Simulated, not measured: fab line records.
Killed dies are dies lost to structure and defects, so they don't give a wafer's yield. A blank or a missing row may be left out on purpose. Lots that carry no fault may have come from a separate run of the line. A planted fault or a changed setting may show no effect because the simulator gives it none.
A single fault, viewed from 2 desks || flow nandHarc || what lay behind the numbers comes last; until then each desk has only its own

THE METROLOGY DESK
Means of the sampled wafers that have a number, per lot and without regard to the tool the lot ran on: this is what the gauges read. Any lot whose mean is over 4 standard deviations away from the usual mean is out of limits and marked OUT; that distance is given in the brackets.
Columns: A = cdNm at NHARC_A_ZERO_WELL_CD_MEAS_10, usual 1999.4 nm; B = thkNm at NHARC_A_ONON_D1_THK_MEAS_08, usual 998 nm
{"lot": "L362", "first seen here": "day 6 14:05", "A": 1999.8, "B": 1011}
{"lot": "L363", "first seen here": "day 7 04:35", "A": 1997.9, "B": 990}
{"lot": "L364", "first seen here": "day 7 13:52", "A": 1998.8, "B": 996}
{"lot": "L365", "first seen here": "day 8 02:26", "A": 2002.5, "B": 998}
{"lot": "L368", "first seen here": "day 9 01:58", "A": 1998.7, "B": 1015}
{"lot": "L370", "first seen here": "day 9 22:40", "A": 1998.9, "B": 1007}
{"lot": "L369", "first seen here": "day 9 23:39", "A": 2001.2, "B": 999}
{"lot": "L371", "first seen here": "day 10 14:56", "A": 1998.5, "B": 1015}
{"lot": "L372", "first seen here": "day 11 00:43", "A": 1999.3, "B": 995}
{"lot": "L373", "first seen here": "day 11 06:43", "A": 1997.9, "B": 979}
{"lot": "L379", "first seen here": "day 13 22:40", "A": 2000.3, "B": "842 (-17) OUT"}
{"lot": "L381", "first seen here": "day 14 20:15", "A": 1999.5, "B": "828 (-18) OUT"}
{"lot": "L384", "first seen here": "day 15 20:52", "A": 1997.4, "B": 988}
Finding of this desk: L379, L381 out of limits; the first was L379 at day 15 00:01, on thkNm at NHARC_A_ONON_D1_THK_MEAS_08. Within limits: L362, L363, L364, L365, L368, L370, L369, L371, L372, L373, L384.

AT THE TOOL OWNER'S DESK: pecvdOnon-04
The tool's own readings at NHARC_A_ONON_D1_DEP_06 (target thk 1000 nm): means of the sampled wafers that have a number, for each lot that ran on this tool. Any lot whose mean is over 4 standard deviations away from the usual mean is out of limits and marked OUT; that distance is given in the brackets.
Columns: A = sih4FlowSccm at NHARC_A_ONON_D1_DEP_06, usual 210.0 sccm
{"lot": "L362", "first seen here": "day 7 13:38", "A": 209.5}
{"lot": "L363", "first seen here": "day 8 03:38", "A": 210.5}
{"lot": "L364", "first seen here": "day 8 13:10", "A": 209.6}
{"lot": "L368", "first seen here": "day 10 00:10", "A": 209.0}
{"lot": "L369", "first seen here": "day 10 22:56", "A": 209.6}
{"lot": "L371", "first seen here": "day 11 15:43", "A": 210.7}
{"lot": "L372", "first seen here": "day 11 23:43", "A": 208.9}
{"lot": "L379", "first seen here": "day 14 23:34", "A": 209.8}
{"lot": "L381", "first seen here": "day 15 18:55", "A": 209.9}
Finding of this desk: none of the 9 lots has anything out of limits.

TAKEN TOGETHER
An alarm was possible from the metrology desk at day 15 00:01, on L379, L381.
The tool owner's desk saw nothing out of limits.
Tool owner's desk: L379, L381 on record, inside its limits.
The lots listed all ran NHARC_A_ONON_D1_DEP_06 on pecvdOnon-04.

WHAT WAS PUT IN BY THE SIMULATOR
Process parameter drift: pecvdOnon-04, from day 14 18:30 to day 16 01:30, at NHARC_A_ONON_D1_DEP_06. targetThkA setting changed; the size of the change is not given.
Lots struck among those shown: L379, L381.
Per desk, hours elapsed from the start of the fault to the first reading out of limits: for the metrology desk, 6.
